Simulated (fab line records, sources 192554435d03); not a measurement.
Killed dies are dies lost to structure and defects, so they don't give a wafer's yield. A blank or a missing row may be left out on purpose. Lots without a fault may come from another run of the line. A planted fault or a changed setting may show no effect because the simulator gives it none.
Split-lot experiment | flow n5_finfet | 7 lots, 39 wafers read, on a route of 1938 steps

THE SPLIT
At N5_BEOL_M12_TRENCH_ETCH_34 (etches SiOC in C4F8/O2/Ar, target depth 318.95 nm, time 125.5 s), the setting target_depth_a was moved away from the recipe's 3189.5 angstrom on 9 of the 39 wafers read, by -52.2% to +54.1%. The other wafers ran this setting at the recipe's value.

FROM THE SPLIT TO THE READING: what the file shows between them, 10 steps
- N5_BEOL_M12_STRIP_70: strips in C4F8/O2/Ar
- N5_BEOL_M12_OCD_MEAS_35
- N5_BEOL_M12_STRIP_37: strips in N2/H2
- N5_BEOL_M12_ETCH_38: etches SiCN in CF4/N2, target depth 68.7 nm, time 73.4 s
- N5_BEOL_M12_ECD_47: material Cu, target thk 720 nm
- N5_BEOL_M12_ANNEAL_48: time 90 s
- N5_BEOL_M12_CMP_49: polishes, stops on SiOC, t overpolish 20.6 s, target thk 320 nm
- N5_BEOL_M12_THK_MEAS_50: measures by xrf
- N5_BEOL_M12_PRE_CLEAN_52: time 15 s
- N5_BEOL_M12_DEP_53: deposits SiCN from 3MS/NH3, target thk 30 nm, time 10.5 s

THE READING
M12_RS, in ohm/sq, at N5_BEOL_M12_RS_MEAS_54 (measures by four-point-probe). Fault-free wafers of this fab line usually give 0.0603 ohm/sq, standard deviation 0.0012 ohm/sq.

wafer  | tool, chamber at the split | target_depth_a as run, angstrom | against the recipe | M12_RS, ohm/sq | against lot-mates on the recipe
L080.1 | rie_diel-04, 1             | 2540                            | -20.4%             | 0.0762         | +0.0153
L080.2 | rie_diel-04, 2             | 2540                            | -20.4%             | 0.0786         | +0.0177
L080.3 | rie_diel-04, 3             | 2540                            | -20.4%             | 0.0748         | +0.0139
L080.4 | rie_diel-04, 0             | 3189.5                          | recipe             | 0.0617         | -
L080.5 | rie_diel-04, 3             | 3189.5                          | recipe             | 0.0587         | -
L080.6 | rie_diel-04, 2             | 3189.5                          | recipe             | 0.0622         | -
L082.1 | rie_diel-01, 2             | 1524                            | -52.2%             | 0.1280         | +0.0672
L082.2 | rie_diel-01, 1             | 3189.5                          | recipe             | 0.0611         | -
L082.3 | rie_diel-01, 3             | 1524                            | -52.2%             | 0.1358         | +0.0750
L082.4 | rie_diel-01, 2             | 3189.5                          | recipe             | 0.0595         | -
L082.5 | rie_diel-01, 1             | 1524                            | -52.2%             | 0.1323         | +0.0715
L082.6 | rie_diel-01, 3             | 3189.5                          | recipe             | 0.0617         | -
L086.1 | rie_diel-05, 1             | 3189.5                          | recipe             | 0.0605         | -
L086.2 | rie_diel-05, 0             | 3189.5                          | recipe             | 0.0601         | -
L086.3 | rie_diel-05, 2             | 3189.5                          | recipe             | 0.0617         | -
L086.4 | rie_diel-05, 3             | 3189.5                          | recipe             | 0.0608         | -
L086.5 | rie_diel-05, 2             | 3189.5                          | recipe             | 0.0604         | -
L086.6 | rie_diel-05, 1             | 3189.5                          | recipe             | 0.0601         | -
L087.1 | rie_diel-01, 2             | 4915                            | +54.1%             | 0.0381         | -0.0232
L087.2 | rie_diel-01, 3             | 3189.5                          | recipe             | 0.0623         | -
L087.3 | rie_diel-01, 1             | 4915                            | +54.1%             | 0.0399         | -0.0214
L087.4 | rie_diel-01, 0             | 4915                            | +54.1%             | 0.0370         | -0.0243
L087.5 | rie_diel-01, 1             | 3189.5                          | recipe             | 0.0627         | -
L087.6 | rie_diel-01, 2             | 3189.5                          | recipe             | 0.0590         | -
L091.1 | rie_diel-05, 3             | 3189.5                          | recipe             | 0.0613         | -
L091.2 | rie_diel-05, 2             | 3189.5                          | recipe             | 0.0611         | -
L091.3 | rie_diel-05, 1             | 3189.5                          | recipe             | 0.0602         | -
L091.4 | rie_diel-05, 0             | 3189.5                          | recipe             | 0.0599         | -
L091.5 | rie_diel-05, 1             | 3189.5                          | recipe             | 0.0592         | -
L091.6 | rie_diel-05, 2             | 3189.5                          | recipe             | 0.0603         | -
L097.1 | rie_diel-01, 0             | 3189.5                          | recipe             | 0.0590         | -
L097.4 | rie_diel-01, 2             | 3189.5                          | recipe             | 0.0604         | -
L097.6 | rie_diel-01, 0             | 3189.5                          | recipe             | 0.0589         | -
L095.1 | rie_diel-01, 0             | 3189.5                          | recipe             | 0.0593         | -
L095.2 | rie_diel-01, 2             | 3189.5                          | recipe             | 0.0602         | -
L095.3 | rie_diel-01, 3             | 3189.5                          | recipe             | 0.0623         | -
L095.4 | rie_diel-01, 1             | 3189.5                          | recipe             | 0.0595         | -
L095.5 | rie_diel-01, 0             | 3189.5                          | recipe             | 0.0592         | -
L095.6 | rie_diel-01, 1             | 3189.5                          | recipe             | 0.0592         | -

THE FIT
A straight line over all 39 wafers: M12_RS changes by -0.000856 ohm/sq for each +1% of target_depth_a; r = -0.89; the points scatter about the line by 0.0097 ohm/sq.
The same after taking each lot's own level away (the mean of its wafers on the recipe; 39 wafers): -0.00086 ohm/sq for each +1%; r = -0.90; scatter 0.0094 ohm/sq.
On that fit, the largest move of target_depth_a shifts the reading by 0.047 ohm/sq.
The lots' own levels span 0.05943 to 0.06133 ohm/sq, that is 1.6 times the standard deviation above.
So the lot-to-lot level changes the slope little: the two slopes agree.
Check: with one of the wafers moved furthest among these (+54.1%) left out of the fit, the line predicts -0.0476 ohm/sq for it against its lot-mates. It came out at -0.0232 ohm/sq against them.

THE WHOLE CHAIN: every reading that the file lists as answering this split, in the file's order
step                       | what it does                                                    | reading                                                                       | change (the file's fit)               | r (the file's)
N5_BEOL_M12_TRENCH_ETCH_34 | etches SiOC in C4F8/O2/Ar, target depth 318.95 nm, time 125.5 s | etch.depth_nm (the simulator's own value, which no gauge read)                | +3.2 nm for each +1% of the setting   | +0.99
N5_BEOL_M12_OCD_MEAS_35    |                                                                 | trench_depth_nm                                                               | +3.21 nm for each +1% of the setting  | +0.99
N5_BEOL_M12_CMP_49         | polishes, stops on SiOC, t overpolish 20.6 s, target thk 320 nm | Cu_of_BEOL_M12_ECD_47.thk_nm (the simulator's own value, which no gauge read) | +3.22 nm for each +1% of the setting  | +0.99
N5_BEOL_M12_THK_MEAS_50    | measures by xrf                                                 | M12_THK                                                                       | +3.31 for each +1% of the setting     | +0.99
N5_BEOL_M12_RS_MEAS_54     | measures by four-point-probe                                    | M12_RS                                                                        | -0.000871 for each +1% of the setting | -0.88

THE FILE'S OWN FIT
M12_RS changes by -0.000871 ohm/sq for each +1% of target_depth_a, r = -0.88.
